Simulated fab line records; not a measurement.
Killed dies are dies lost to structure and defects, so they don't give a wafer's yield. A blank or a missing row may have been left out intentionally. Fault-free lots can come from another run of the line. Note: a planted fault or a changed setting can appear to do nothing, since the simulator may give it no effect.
What tool caused it? | flow nand_harc | 24 lots with 72 wafers sampled at 6 steps, on a route of 1302 steps

## WHAT EACH GAUGE READ, for each wafer
NHARC_A_CHANNEL_HOLE_D1_INSPECT_12.
lot  | measured     | on                | raw_defect_count
L074 | day 8 05:40  | defect_inspect-01 | 7 5 5
L075 | day 8 18:49  | defect_inspect-02 | 6 4 9
L076 | day 9 15:36  | defect_inspect-01 | 6 5 7
L077 | day 9 23:16  | defect_inspect-02 | 5 7 7
L078 | day 10 01:08 | defect_inspect-02 | 9 6 2
L079 | day 10 17:27 | defect_inspect-01 | 8 4 5
L080 | day 11 02:08 | defect_inspect-02 | 11 10 8
L081 | day 11 02:38 | defect_inspect-01 | 4 3 2
L082 | day 12 04:05 | defect_inspect-02 | 11 3 6
L083 | day 12 04:14 | defect_inspect-02 | 8 5 5
L084 | day 12 16:16 | defect_inspect-01 | 8 4 1
L085 | day 13 06:33 | defect_inspect-01 | 15 4 8
L086 | day 13 08:59 | defect_inspect-01 | 3 9 5
L088 | day 14 09:37 | defect_inspect-02 | 5 7 10
L087 | day 14 09:52 | defect_inspect-01 | 3 12 3
L089 | day 14 22:15 | defect_inspect-02 | 4 1 4
L090 | day 15 03:37 | defect_inspect-02 | 6 3 7
L091 | day 15 13:23 | defect_inspect-02 | 6 10 1
L092 | day 15 19:07 | defect_inspect-01 | 4 7 5
L093 | day 16 11:58 | defect_inspect-02 | 9 9 6
L094 | day 16 21:42 | defect_inspect-02 | 9 5 10
L095 | day 17 10:05 | defect_inspect-01 | 7 8 4
L096 | day 17 10:15 | defect_inspect-02 | 8 4 6
L097 | day 17 21:55 | defect_inspect-01 | 8 6 3

NHARC_A_CHANNEL_HOLE_D1_CD_MEAS_30.
lot  | measured     | on        | cd_nm (nm)
L074 | day 8 13:26  | cd_sem-01 | 91.3 89.8 90.5
L075 | day 9 01:45  | cd_sem-02 | 88.7 88.7 91.3
L076 | day 10 00:25 | cd_sem-01 | 90.9 90.9 90.5
L077 | day 10 06:25 | cd_sem-01 | 91.1 90.7 89.4
L078 | day 10 08:24 | cd_sem-02 | 92.6 90.8 91.0
L079 | day 11 00:40 | cd_sem-01 | 89.4 89.9 90.5
L080 | day 11 10:22 | cd_sem-02 | 88.9 88.0 89.9
L081 | day 11 11:46 | cd_sem-03 | 90.0 90.1 91.1
L082 | day 12 10:58 | cd_sem-03 | 88.9 88.9 91.9
L083 | day 12 12:31 | cd_sem-02 | 92.9 89.7 90.2
L084 | day 13 02:31 | cd_sem-01 | 87.8 90.9 91.0
L085 | day 13 13:18 | cd_sem-01 | 89.9 92.1 89.0
L086 | day 13 17:29 | cd_sem-03 | 88.0 90.3 88.1
L088 | day 14 17:05 | cd_sem-02 | 89.4 91.2 90.0
L087 | day 14 21:06 | cd_sem-03 | 91.4 90.4 90.1
L089 | day 15 12:18 | cd_sem-01 | 88.8 87.4 89.4
L090 | day 15 10:32 | cd_sem-02 | 89.2 90.9 88.4
L091 | day 15 22:59 | cd_sem-03 | 91.8 88.0 88.9
L092 | day 16 03:41 | cd_sem-03 | 90.2 90.4 91.6
L093 | day 16 18:52 | cd_sem-02 | 91.6 87.2 88.3
L094 | day 17 10:59 | cd_sem-01 | 91.0 88.6 86.7
L095 | day 17 22:26 | cd_sem-02 | 87.9 91.4 91.7
L096 | day 17 18:55 | cd_sem-01 | 92.2 88.9 91.7
L097 | day 18 06:45 | cd_sem-02 | 92.2 88.7 90.2

## TOOL THAT RAN EACH LOT (tool first, then ch and the chambers of the sampled wafers, then the start)
lot  | NHARC_A_CHANNEL_HOLE_D1_ETCH_34               | NHARC_A_CHANNEL_HOLE_D1_ETCH_21  | NHARC_A_CHANNEL_HOLE_D1_ETCH_25  | NHARC_A_CHANNEL_HOLE_D1_ETCH_33
L074 | rie_diel-11 ch 1,2,3, day 8 07:37 or earlier  | har_etch-01 ch 0,1, day 8 07:37  | har_etch-01 ch 0,1, day 8 10:48  | har_etch-01 ch 0,1, day 8 11:53
L075 | rie_diel-11 ch 1,2, day 8 20:33 or earlier    | har_etch-02 ch 0,1, day 8 20:33  | har_etch-02 ch 0,1, day 8 23:06  | har_etch-02 ch 0,1, day 9 00:04
L076 | rie_diel-08 ch 0,3, day 9 16:05               | har_etch-01 ch 0,1, day 9 19:19  | har_etch-01 ch 0,1, day 9 21:47  | har_etch-01 ch 0,1, day 9 22:52
L077 | rie_diel-11 ch 1,2,3, day 10 01:25 or earlier | har_etch-02 ch 0,1, day 10 01:25 | har_etch-02 ch 0,1, day 10 03:56 | har_etch-02 ch 0,1, day 10 04:55
L078 | rie_diel-11 ch 1,2,3, day 10 03:20 or earlier | har_etch-01 ch 0,1, day 10 03:20 | har_etch-01 ch 0,1, day 10 05:48 | har_etch-01 ch 0,1, day 10 06:52
L079 | rie_diel-11 ch 0,1,3, day 10 19:39 or earlier | har_etch-01 ch 0,1, day 10 19:39 | har_etch-01 ch 0,1, day 10 22:11 | har_etch-01 ch 0,1, day 10 23:08
L080 | rie_diel-11 ch 0,1,3, day 11 05:28 or earlier | har_etch-01 ch 0,1, day 11 05:28 | har_etch-01 ch 0,1, day 11 08:11 | har_etch-01 ch 0,1, day 11 08:55
L081 | rie_diel-05 ch 2,3, day 11 06:52 or earlier   | har_etch-02 ch 0,1, day 11 06:52 | har_etch-02 ch 0,1, day 11 09:32 | har_etch-02 ch 0,1, day 11 10:16
L082 | rie_diel-05 ch 0,2,3, day 12 05:49 or earlier | har_etch-01 ch 0,1, day 12 05:49 | har_etch-01 ch 0,1, day 12 08:18 | har_etch-01 ch 0,1, day 12 09:23
L083 | rie_diel-11 ch 0,1, day 12 07:29 or earlier   | har_etch-02 ch 0,1, day 12 07:29 | har_etch-02 ch 0,1, day 12 10:02 | har_etch-02 ch 0,1, day 12 11:00
L084 | rie_diel-11 ch 0,1, day 12 21:31 or earlier   | har_etch-01 ch 0,1, day 12 21:31 | har_etch-01 ch 0,1, day 13 00:02 | har_etch-01 ch 0,1, day 13 01:00
L085 | rie_diel-11 ch 1,2, day 13 08:17 or earlier   | har_etch-02 ch 0,1, day 13 08:17 | har_etch-02 ch 0,1, day 13 10:50 | har_etch-02 ch 0,1, day 13 11:47
L086 | rie_diel-11 ch 1,3, day 13 12:27 or earlier   | har_etch-02 ch 0,1, day 13 12:27 | har_etch-02 ch 0,1, day 13 15:00 | har_etch-02 ch 0,1, day 13 15:59
L088 | rie_diel-11 ch 0,2,3, day 14 11:53 or earlier | har_etch-01 ch 0,1, day 14 11:53 | har_etch-01 ch 0,1, day 14 14:27 | har_etch-01 ch 0,1, day 14 15:25
L087 | rie_diel-08 ch 0,1,3, day 14 15:59 or earlier | har_etch-01 ch 0,1, day 14 15:59 | har_etch-01 ch 0,1, day 14 18:28 | har_etch-01 ch 0,1, day 14 19:32
L089 | rie_diel-11 ch 0,2,3, day 15 02:35 or earlier | har_etch-02 ch 0, day 15 02:35   | har_etch-02 ch 0, day 15 07:34   | har_etch-02 ch 0, day 15 09:43
L090 | rie_diel-11 ch 1,2, day 15 05:17 or earlier   | har_etch-01 ch 0,1, day 15 05:17 | har_etch-01 ch 0,1, day 15 07:46 | har_etch-01 ch 0,1, day 15 08:50
L091 | rie_diel-08 ch 0,1, day 15 17:57 or earlier   | har_etch-01 ch 0,1, day 15 17:57 | har_etch-01 ch 0,1, day 15 20:30 | har_etch-01 ch 0,1, day 15 21:28
L092 | rie_diel-11 ch 0,3, day 15 22:35 or earlier   | har_etch-02 ch 0,1, day 15 22:35 | har_etch-02 ch 0,1, day 16 01:04 | har_etch-02 ch 0,1, day 16 02:09
L093 | rie_diel-11 ch 2,3, day 16 13:51 or earlier   | har_etch-01 ch 0,1, day 16 13:51 | har_etch-01 ch 0,1, day 16 16:31 | har_etch-01 ch 0,1, day 16 17:15
L094 | rie_diel-11 ch 0,1,2, day 17 05:54 or earlier | har_etch-01 ch 0,1, day 17 05:54 | har_etch-01 ch 0,1, day 17 08:22 | har_etch-01 ch 0,1, day 17 09:26
L095 | rie_diel-11 ch 1,3, day 17 17:24 or earlier   | har_etch-02 ch 0,1, day 17 17:24 | har_etch-02 ch 0,1, day 17 19:56 | har_etch-02 ch 0,1, day 17 20:55
L096 | rie_diel-05 ch 1,3, day 17 13:50 or earlier   | har_etch-01 ch 0,1, day 17 13:50 | har_etch-01 ch 0,1, day 17 16:20 | har_etch-01 ch 0,1, day 17 17:23
L097 | rie_diel-05 ch 0,1,2, day 18 01:46 or earlier | har_etch-02 ch 0,1, day 18 01:46 | har_etch-02 ch 0,1, day 18 04:16 | har_etch-02 ch 0,1, day 18 05:14
- NHARC_A_CHANNEL_HOLE_D1_ETCH_34: etches the open film in CF4/CHF3, target depth 154 nm, time 77 s.
- NHARC_A_CHANNEL_HOLE_D1_ETCH_21: etches the open film in C4F8/O2/Ar, time 514.3 s, target depth 1600 nm.
- NHARC_A_CHANNEL_HOLE_D1_ETCH_25: etches the open film in C4F8/O2/Ar, time 1040.2 s, target depth 1500 nm.
- NHARC_A_CHANNEL_HOLE_D1_ETCH_33: etches the open film in C4F8/O2/Ar, time 90 s, target depth 400 nm.

## AS READ BY THE TOOLS THEMSELVES (means over the sampled wafers that have a number; for cases with no such wafer, the mark the record gives instead)
NHARC_A_CHANNEL_HOLE_D1_ETCH_34.
lot  | tool        | drypump_motor_current_A (A) | oes_product_au (a.u.) | rf_vpp_V (V) | showerhead_plenum_p_Torr (Torr) | throttle_valve_pct (%)
L074 | rie_diel-11 | 5.5                         | 0.931                 | 371.1        | 1.60                            | 16.790
L075 | rie_diel-11 | 5.4                         | 0.932                 | 372.1        | 1.61                            | 16.808
L076 | rie_diel-08 | 6.3                         | 1.008                 | 369.3        | 1.55                            | 16.804
L077 | rie_diel-11 | 5.5                         | 0.954                 | 371.2        | 1.60                            | 16.802
L078 | rie_diel-11 | 5.4                         | 0.927                 | 370.9        | 1.60                            | 16.805
L079 | rie_diel-11 | 5.6                         | 0.931                 | 371.5        | 1.58                            | 16.795
L080 | rie_diel-11 | 5.6                         | 0.925                 | 370.8        | 1.58                            | 16.793
L081 | rie_diel-05 | 6.2                         | 0.947                 | 367.6        | 1.50                            | 16.799
L082 | rie_diel-05 | 6.1                         | 0.968                 | 367.6        | 1.52                            | 16.797
L083 | rie_diel-11 | 5.8                         | 0.966                 | 369.3        | 1.56                            | 16.803
L084 | rie_diel-11 | 5.8                         | 0.972                 | 370.6        | 1.60                            | 16.800
L085 | rie_diel-11 | 5.7                         | 0.962                 | 372.3        | 1.62                            | 16.809
L086 | rie_diel-11 | 5.5                         | 0.973                 | 371.0        | 1.59                            | 16.808
L088 | rie_diel-11 | 5.4                         | 0.913                 | 370.5        | 1.57                            | 16.808
L087 | rie_diel-08 | 6.2                         | 0.938                 | 371.7        | 1.60                            | 16.810
L089 | rie_diel-11 | 5.4                         | 0.922                 | 370.3        | 1.57                            | 16.806
L090 | rie_diel-11 | 5.4                         | 0.923                 | 372.0        | 1.61                            | 16.802
L091 | rie_diel-08 | 6.1                         | 0.967                 | 373.1        | 1.66                            | 16.802
L092 | rie_diel-11 | 5.5                         | 0.922                 | 370.3        | 1.56                            | 16.808
L093 | rie_diel-11 | 5.3                         | 0.958                 | 371.3        | 1.59                            | 16.805
L094 | rie_diel-11 | 5.6                         | 0.954                 | 371.0        | 1.59                            | 16.808
L095 | rie_diel-11 | 5.6                         | 0.924                 | 371.0        | 1.59                            | 16.805
L096 | rie_diel-05 | 6.2                         | 0.935                 | 367.9        | 1.51                            | 16.793
L097 | rie_diel-05 | 6.0                         | 0.935                 | 369.0        | 1.53                            | 16.803

NHARC_A_CHANNEL_HOLE_D1_ETCH_21.
lot  | tool        | drypump_motor_current_A (A) | showerhead_plenum_p_Torr (Torr) | throttle_valve_pct (%)
L074 | har_etch-01 | 6.0                         | 3.67                            | 32.144
L075 | har_etch-02 | 5.1                         | 3.59                            | 32.166
L076 | har_etch-01 | 6.0                         | 3.66                            | 32.153
L077 | har_etch-02 | 5.3                         | 3.50                            | 32.149
L078 | har_etch-01 | 5.7                         | 3.60                            | 32.148
L079 | har_etch-01 | 6.0                         | 3.66                            | 32.156
L080 | har_etch-01 | 5.7                         | 3.59                            | 32.160
L081 | har_etch-02 | 5.1                         | 3.57                            | 32.154
L082 | har_etch-01 | 6.0                         | 3.65                            | 32.156
L083 | har_etch-02 | 5.3                         | 3.49                            | 32.154
L084 | har_etch-01 | 5.9                         | 3.64                            | 32.154
L085 | har_etch-02 | 5.3                         | 3.48                            | 32.150
L086 | har_etch-02 | 5.3                         | 3.48                            | 32.154
L088 | har_etch-01 | 5.7                         | 3.57                            | 32.151
L087 | har_etch-01 | 5.7                         | 3.56                            | 32.156
L089 | har_etch-02 | 4.9                         | 3.63                            | 32.155
L090 | har_etch-01 | 5.7                         | 3.56                            | 32.169
L091 | har_etch-01 | 6.0                         | 3.61                            | 32.152
L092 | har_etch-02 | 5.3                         | 3.83                            | 32.150
L093 | har_etch-01 | 5.7                         | 3.55                            | 32.152
L094 | har_etch-01 | 5.7                         | 3.54                            | 32.160
L095 | har_etch-02 | 5.3                         | 3.82                            | 32.156
L096 | har_etch-01 | 5.7                         | 3.54                            | 32.160
L097 | har_etch-02 | 5.3                         | 3.82                            | 32.157

NHARC_A_CHANNEL_HOLE_D1_ETCH_25.
lot  | tool        | drypump_motor_current_A (A) | showerhead_plenum_p_Torr (Torr) | throttle_valve_pct (%)
L074 | har_etch-01 | 6.0                         | 3.67                            | 32.226
L075 | har_etch-02 | 5.1                         | 3.58                            | 32.240
L076 | har_etch-01 | 6.0                         | 3.66                            | 32.232
L077 | har_etch-02 | 5.3                         | 3.50                            | 32.231
L078 | har_etch-01 | 5.7                         | 3.59                            | 32.238
L079 | har_etch-01 | 6.0                         | 3.65                            | 32.237
L080 | har_etch-01 | 5.7                         | 3.58                            | 32.243
L081 | har_etch-02 | 5.1                         | 3.57                            | 32.239
L082 | har_etch-01 | 6.0                         | 3.64                            | 32.241
L083 | har_etch-02 | 5.3                         | 3.48                            | 32.248
L084 | har_etch-01 | 6.0                         | 3.63                            | 32.240
L085 | har_etch-02 | 5.3                         | 3.47                            | 32.242
L086 | har_etch-02 | 5.3                         | 3.47                            | 32.230
L088 | har_etch-01 | 5.7                         | 3.56                            | 32.229
L087 | har_etch-01 | 5.7                         | 3.56                            | 32.235
L089 | har_etch-02 | 4.9                         | 3.62                            | 32.239
L090 | har_etch-01 | 5.7                         | 3.55                            | 32.241
L091 | har_etch-01 | 6.0                         | 3.61                            | 32.236
L092 | har_etch-02 | 5.3                         | 3.82                            | 32.238
L093 | har_etch-01 | 5.7                         | 3.54                            | 32.236
L094 | har_etch-01 | 5.7                         | 3.53                            | 32.244
L095 | har_etch-02 | 5.3                         | 3.82                            | 32.232
L096 | har_etch-01 | 5.7                         | 3.53                            | 32.226
L097 | har_etch-02 | 5.3                         | 3.81                            | 32.246

NHARC_A_CHANNEL_HOLE_D1_ETCH_33.
lot  | tool        | drypump_motor_current_A (A) | showerhead_plenum_p_Torr (Torr) | throttle_valve_pct (%)
L074 | har_etch-01 | 6.0                         | 3.71                            | 27.614
L075 | har_etch-02 | 5.1                         | 3.63                            | 27.626
L076 | har_etch-01 | 6.0                         | 3.70                            | 27.612
L077 | har_etch-02 | 5.3                         | 3.53                            | 27.621
L078 | har_etch-01 | 5.7                         | 3.63                            | 27.620
L079 | har_etch-01 | 6.0                         | 3.70                            | 27.621
L080 | har_etch-01 | 5.7                         | 3.62                            | 27.615
L081 | har_etch-02 | 5.1                         | 3.61                            | 27.629
L082 | har_etch-01 | 6.0                         | 3.68                            | 27.615
L083 | har_etch-02 | 5.3                         | 3.51                            | 27.627
L084 | har_etch-01 | 5.9                         | 3.68                            | 27.612
L085 | har_etch-02 | 5.3                         | 3.51                            | 27.625
L086 | har_etch-02 | 5.3                         | 3.51                            | 27.625
L088 | har_etch-01 | 5.7                         | 3.60                            | 27.618
L087 | har_etch-01 | 5.7                         | 3.60                            | 27.621
L089 | har_etch-02 | 4.9                         | 3.66                            | 27.622
L090 | har_etch-01 | 5.7                         | 3.59                            | 27.621
L091 | har_etch-01 | 6.0                         | 3.65                            | 27.620
L092 | har_etch-02 | 5.3                         | 3.87                            | 27.614
L093 | har_etch-01 | 5.7                         | 3.58                            | 27.621
L094 | har_etch-01 | 5.7                         | 3.57                            | 27.609
L095 | har_etch-02 | 5.3                         | 3.86                            | 27.625
L096 | har_etch-01 | 5.7                         | 3.57                            | 27.619
L097 | har_etch-02 | 5.3                         | 3.86                            | 27.612

## THE ANSWER, worked out from the rows above alone
Rule: what is usual is taken from the lots themselves. The widest of any qualifying gaps counts: lots, ordered by their means at a reading, are off when they make up no more than a third of the lots, leave a main group of 4 or more, and stand apart from it by 3 or more times the standard deviation of that group's means. The tables above print the reading to a certain number of digits; a main group whose means all agree to those digits is not used. A lot without any number at a reading at which 4 lots or more have one is off too. All remaining lots with rows at the step are treated as sound. Order of review: gauges by route order, followed by the tools' own readings, for which a lot's mean as printed above is used. At the first step where some lot is off, the reading lying furthest off is the one used; lots without a number count as furthest.
Across all readings shown, no lot is off: no conclusion can be drawn from this.

## WHAT HAD BEEN PUT IN BY THE SIMULATOR
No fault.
